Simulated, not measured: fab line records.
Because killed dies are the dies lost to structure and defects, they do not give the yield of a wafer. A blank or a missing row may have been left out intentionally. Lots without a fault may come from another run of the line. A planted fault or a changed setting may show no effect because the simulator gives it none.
Which tool did it? / flow n5_finfet / at 1 step of a route of 1938, 10 lots with 30 wafers sampled

## WHAT THE GAUGES READ, wafer by wafer
N5_BEOL_M10_CD_MEAS_11: target cd 64.1 nm.
lot=L950; measured=day 12 11:02; on=cd_sem-03; cd_nm (nm)=63.3 64.3 63.7
lot=L953; measured=day 12 23:05; on=cd_sem-01; cd_nm (nm)=63.8 64.6 64.3
lot=L955; measured=day 13 20:47; on=cd_sem-03; cd_nm (nm)=64.1 64.0 63.5
lot=L958; measured=day 14 00:34; on=cd_sem-02; cd_nm (nm)=65.2 64.8 65.2
lot=L960; measured=day 14 20:22; on=cd_sem-01; cd_nm (nm)=65.0 64.8 64.9
lot=L962; measured=day 15 07:12; on=cd_sem-03; cd_nm (nm)=64.1 64.0 64.0
lot=L968; measured=day 16 15:23; on=cd_sem-01; cd_nm (nm)=64.6 64.9 64.6
lot=L971; measured=day 17 18:50; on=cd_sem-01; cd_nm (nm)=64.0 63.7 64.4
lot=L970; measured=day 18 03:19; on=cd_sem-03; cd_nm (nm)=63.6 63.8 64.4
lot=L972; measured=day 18 11:53; on=cd_sem-02; cd_nm (nm)=63.9 64.8 64.7

## WHICH TOOL RAN EACH LOT (tool, then ch and the chambers of the sampled wafers, then the start)
Before these readings, the record contains no process step.

## THE ANSWER, worked out from the rows above alone
Rule: usual is defined by the lots themselves. Put in order of their means at a reading, lots are off if they are a third of the lots or fewer, leave a main group of 4 or more, and stand apart from it by a gap of 3 or more times the standard deviation of the main group's means; of several such gaps the widest counts. The tables above print the reading to a certain number of digits; a main group whose means all agree to those digits is not used. A lot without any number at a reading at which 4 lots or more have one is off too. Where the step has rows for the other lots, those lots are counted as sound.
No lot is off on any of the readings shown, so nothing can be concluded from this.

## WHAT WAS PUT IN BY THE SIMULATOR
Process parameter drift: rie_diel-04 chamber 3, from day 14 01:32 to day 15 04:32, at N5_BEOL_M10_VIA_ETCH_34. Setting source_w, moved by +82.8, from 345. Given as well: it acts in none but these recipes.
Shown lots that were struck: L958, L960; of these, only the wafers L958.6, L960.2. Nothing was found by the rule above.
